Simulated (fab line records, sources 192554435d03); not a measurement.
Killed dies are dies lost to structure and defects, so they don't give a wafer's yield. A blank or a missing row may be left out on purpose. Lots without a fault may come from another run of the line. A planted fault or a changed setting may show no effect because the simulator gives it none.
Split-lot experiment | flow n5_finfet | 7 lots, 39 wafers read, on a route of 1938 steps

THE SPLIT
At N5_BEOL_M15_ILD_DEP_00 (deposits SiO2 from TEOS/O2, target thk 1629.3 nm, time 346.1 s), the setting time_s was moved away from the recipe's 346.1 s on 12 of the 39 wafers read, by +15.9% to +40.9%. The other wafers ran this setting at the recipe's value.

The file shows no step between the split and the reading.

THE READING
M15_ILD_THK, in nm, at N5_BEOL_M15_THK_MEAS_01. Fault-free wafers of this fab line usually give 1621 nm, standard deviation 24 nm.

wafer  | tool, chamber at the split | time_s as run, s | against the recipe | M15_ILD_THK, nm | against lot-mates on the recipe
L075.1 | pecvd-02, 0                | 346.1            | recipe             | 1615            | -
L075.2 | pecvd-02, 1                | 424.3            | +22.6%             | 1997            | +376
L075.3 | pecvd-02, 2                | 346.1            | recipe             | 1610            | -
L075.4 | pecvd-02, 0                | 346.1            | recipe             | 1638            | -
L075.5 | pecvd-02, 2                | 424.3            | +22.6%             | 1974            | +353
L075.6 | pecvd-02, 1                | 424.3            | +22.6%             | 2009            | +388
L079.1 | pecvd-03, 0                | 346.1            | recipe             | 1596            | -
L079.2 | pecvd-03, 2                | 346.1            | recipe             | 1598            | -
L079.3 | pecvd-03, 1                | 346.1            | recipe             | 1595            | -
L079.4 | pecvd-03, 1                | 346.1            | recipe             | 1645            | -
L079.5 | pecvd-03, 2                | 346.1            | recipe             | 1625            | -
L079.6 | pecvd-03, 0                | 346.1            | recipe             | 1617            | -
L080.1 | pecvd-04, 0                | 401              | +15.9%             | 1885            | +220
L080.2 | pecvd-04, 2                | 401              | +15.9%             | 1915            | +250
L080.3 | pecvd-04, 1                | 401              | +15.9%             | 1904            | +239
L080.4 | pecvd-04, 0                | 346.1            | recipe             | 1651            | -
L080.5 | pecvd-04, 2                | 346.1            | recipe             | 1659            | -
L080.6 | pecvd-04, 1                | 346.1            | recipe             | 1685            | -
L085.1 | pecvd-02, 0                | 346.1            | recipe             | 1595            | -
L085.2 | pecvd-02, 1                | 346.1            | recipe             | 1577            | -
L085.4 | pecvd-02, 0                | 346.1            | recipe             | 1621            | -
L089.1 | pecvd-02, 1                | 487.8            | +40.9%             | 2266            | +634
L089.2 | pecvd-02, 2                | 487.8            | +40.9%             | 2246            | +614
L089.3 | pecvd-02, 0                | 487.8            | +40.9%             | 2268            | +636
L089.4 | pecvd-02, 0                | 346.1            | recipe             | 1652            | -
L089.5 | pecvd-02, 1,2              | 346.1            | recipe             | 1623            | -
L089.6 | pecvd-02, 1,2              | 346.1            | recipe             | 1621            | -
L090.1 | pecvd-02, 1                | 346.1            | recipe             | 1603            | -
L090.2 | pecvd-02, 0                | 346.1            | recipe             | 1590            | -
L090.3 | pecvd-02, 2                | 346.1            | recipe             | 1580            | -
L090.4 | pecvd-02, 0                | 346.1            | recipe             | 1617            | -
L090.5 | pecvd-02, 2                | 346.1            | recipe             | 1593            | -
L090.6 | pecvd-02, 1                | 346.1            | recipe             | 1616            | -
L097.1 | pecvd-03, 2                | 346.1            | recipe             | 1579            | -
L097.2 | pecvd-03, 1                | 464.1            | +34.1%             | 2160            | +550
L097.3 | pecvd-03, 0                | 346.1            | recipe             | 1605            | -
L097.4 | pecvd-03, 2                | 464.1            | +34.1%             | 2179            | +569
L097.5 | pecvd-03, 0                | 464.1            | +34.1%             | 2189            | +579
L097.6 | pecvd-03, 1                | 346.1            | recipe             | 1645            | -
Where a row lists several chambers, the file gives one row for several wafers and doesn't say which wafer went through which chamber.

THE FIT
A straight line over all 39 wafers: M15_ILD_THK changes by +16.2 nm for each +1% of time_s; r = +0.99; the points scatter about the line by 26 nm.
The same after taking each lot's own level away (the mean of its wafers on the recipe; 39 wafers): +15.9 nm for each +1%; r = +1.00; scatter 20 nm.
On that fit, the largest move of time_s shifts the reading by 6.5e+02 nm.
The lots' own levels span 1597.7 to 1665.0 nm, that is 2.8 times the standard deviation above.
So the lot-to-lot level changes the slope little: the two slopes agree.
Check: with one of the wafers moved furthest among these (+40.9%) left out of the fit, the line predicts +653 nm for it against its lot-mates. It came out at +634 nm against them.

OTHER SPLITS ON THESE WAFERS
These wafers also went through other splits before the reading. Each is held against what the fit with the lots' levels taken away leaves over:
other split on the same wafers                  | wafers away from the commonest value | r with M15_ILD_THK (lot level and that fit taken away)
N5_MOL_CONTACT_COAG_ETCHBACK_136 target_depth_a | 12                                   | -0.33
N5_BEOL_M7_ILD_DEP_00 time_s                    | 12                                   | +0.02
N5_BEOL_M8_DEP_56 time_s                        | 9                                    | -0.15

THE WHOLE CHAIN: every reading that the file lists as answering this split, in the file's order
step                    | what it does                                                   | reading                                                                             | change (the file's fit)              | r (the file's)
N5_BEOL_M15_ILD_DEP_00  | deposits SiO2 from TEOS/O2, target thk 1629.3 nm, time 346.1 s | SiO2_of_BEOL_M15_ILD_DEP_00.thk_nm (the simulator's own value, which no gauge read) | +15.9 nm for each +1% of the setting | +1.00
N5_BEOL_M15_THK_MEAS_01 |                                                                | M15_ILD_THK                                                                         | +15.9 for each +1% of the setting    | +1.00
N5_BEOL_M15_VIA_ETCH_16 | etches SiO2 in C4F8/O2/Ar, target depth 1792.2 nm              | etch.depth_nm (the simulator's own value, which no gauge read)                      | +15.9 nm for each +1% of the setting | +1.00
N5_BEOL_M15_VIA_ETCH_16 | etches SiO2 in C4F8/O2/Ar, target depth 1792.2 nm              | coat_of_BEOL_M15_COAT_04.thk_nm (the simulator's own value, which no gauge read)    | -3.74 nm for each +1% of the setting | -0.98

THE FILE'S OWN FIT
M15_ILD_THK changes by +15.9 nm for each +1% of time_s, r = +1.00.
